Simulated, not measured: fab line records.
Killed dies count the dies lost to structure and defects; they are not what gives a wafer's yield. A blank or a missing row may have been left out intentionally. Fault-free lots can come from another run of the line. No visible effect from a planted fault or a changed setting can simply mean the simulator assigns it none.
Matching of chambers	flow n5_finfet	N5_BEOL_M1_ALD_98 on ald_sin-01 has 4 sister chambers
The step deposits SiO2, target thk 2.5 nm, pulse time 1 s, co reactant pulse time 1 s. 8 wafers are shown with their chamber, then 9 later ones without.

WAFERS WITH THEIR CHAMBER
wafer	chamber	heater_power_w (W)	susceptor_temp_C (C)
L081.4	0	68	100.16
L084.4	0	70	100.05
L088.1	1	94	100.05
L088.2	3	83	99.91
L088.6	2	98	99.80
L089.1	1	93	99.90
L089.2	3	83	99.94
L089.4	2	99	99.91

WAFERS MISSING THEIR CHAMBER
wafer	heater_power_w (W)	susceptor_temp_C (C)
L090.1	85	100.07
L090.2	89	100.29
L090.3	98	100.18
L094.1	94	100.22
L094.4	83	100.00
L094.6	97	99.84
L097.1	91	99.97
L097.4	98	99.96
L097.6	69	99.89

THE CHAMBER EACH PASSED THROUGH
wafer	from the rows above	in truth
L090.1	3	3
L090.2	can't be placed: 1 or 3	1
L090.3	can't be placed: 2 or 1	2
L094.1	1	1
L094.4	3	3
L094.6	2	2
L097.1	1	1
L097.4	2	2
L097.6	0	0
7 of 9 placed correctly. From these rows, 2 cannot be placed; in 2 the true chamber is one of the candidates. Placed wrongly: 0.
How it was worked out, from the rows above alone: a wafer's distance from a chamber is the root of the sum, over the readings, of the square of ((its reading less the chamber's mean) divided by the reading's scatter). If the next closest chamber is less than 2 further off than the closest, the wafer can't be placed; otherwise it belongs to the closest. The mean given for a chamber averages the wafers shown for that chamber. The scatter: take each reading less its chamber's mean, square it, sum over the shown wafers, divide by the number of wafers less the number of chambers, and take the root.
